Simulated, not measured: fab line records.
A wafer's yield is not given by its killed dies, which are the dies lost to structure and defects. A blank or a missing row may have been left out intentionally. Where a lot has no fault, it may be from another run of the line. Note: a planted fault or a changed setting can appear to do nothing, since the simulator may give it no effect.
What tool caused it? + flow nandHarc + Sampling: 12 lots, 36 wafers, 2 of 1159 route steps

## WHAT EACH GAUGE READ, for each wafer
NHARC_P_CONTACT_INSPECT_27.
| lot  | measured     | on               | rawDefectCount |
|------|--------------|------------------|----------------|
| L074 | day 6 06:11  | defectInspect-02 | 255 224 516    |
| L077 | day 6 13:27  | defectInspect-02 | 205 333 369    |
| L079 | day 7 06:53  | defectInspect-01 | 263 218 544    |
| L081 | day 7 12:12  | defectInspect-02 | 194 462 730    |
| L083 | day 8 07:15  | defectInspect-01 | 355 294 474    |
| L088 | day 9 01:33  | defectInspect-02 | 207 285 204    |
| L085 | day 9 05:26  | defectInspect-01 | 224 371 299    |
| L090 | day 9 20:16  | defectInspect-01 | 359 179 200    |
| L091 | day 10 04:45 | defectInspect-01 | 179 179 436    |
| L092 | day 10 11:52 | defectInspect-01 | 412 548 233    |
| L095 | day 11 03:01 | defectInspect-01 | 219 211 316    |
| L096 | day 11 11:28 | defectInspect-02 | 248 319 472    |

## WHAT TOOL EACH LOT RAN ON (gives the tool, then ch and the chambers of the sampled wafers, and finally the start)
| lot  | NHARC_P_GATE_RTA_80             |
|------|---------------------------------|
| L074 | rtpAnneal-02 ch 0, day 5 21:03  |
| L077 | rtpAnneal-02 ch 0, day 6 03:22  |
| L079 | rtpAnneal-01 ch 0, day 7 01:23  |
| L081 | rtpAnneal-01 ch 0, day 7 06:37  |
| L083 | rtpAnneal-01 ch 0, day 7 17:44  |
| L088 | rtpAnneal-01 ch 0, day 8 18:04  |
| L085 | rtpAnneal-02 ch 0, day 8 20:41  |
| L090 | rtpAnneal-02 ch 0, day 9 07:53  |
| L091 | rtpAnneal-01 ch 0, day 9 17:43  |
| L092 | rtpAnneal-02 ch 0, day 10 04:42 |
| L095 | rtpAnneal-02 ch 0, day 10 17:52 |
| L096 | rtpAnneal-01 ch 0, day 10 23:36 |
- NHARC_P_GATE_RTA_80: time 30 s.

## THE ANSWER, worked out from the rows above alone
Rule: what is usual is taken from the lots themselves. Put in order of their means at a reading, lots are off if they are a third of the lots or fewer, leave a main group of 4 or more, and stand apart from it by a gap of 3 or more times the standard deviation of the main group's means; of several such gaps the widest counts. If all means in a main group match to the digits the tables above print for the reading, that group is not used. A lot without any number at a reading at which 4 lots or more have one is off too. The other lots that the step has rows for count as sound.
No lot is off at any reading shown: from this, nothing can be told.

## WHAT HAD BEEN PUT IN BY THE SIMULATOR
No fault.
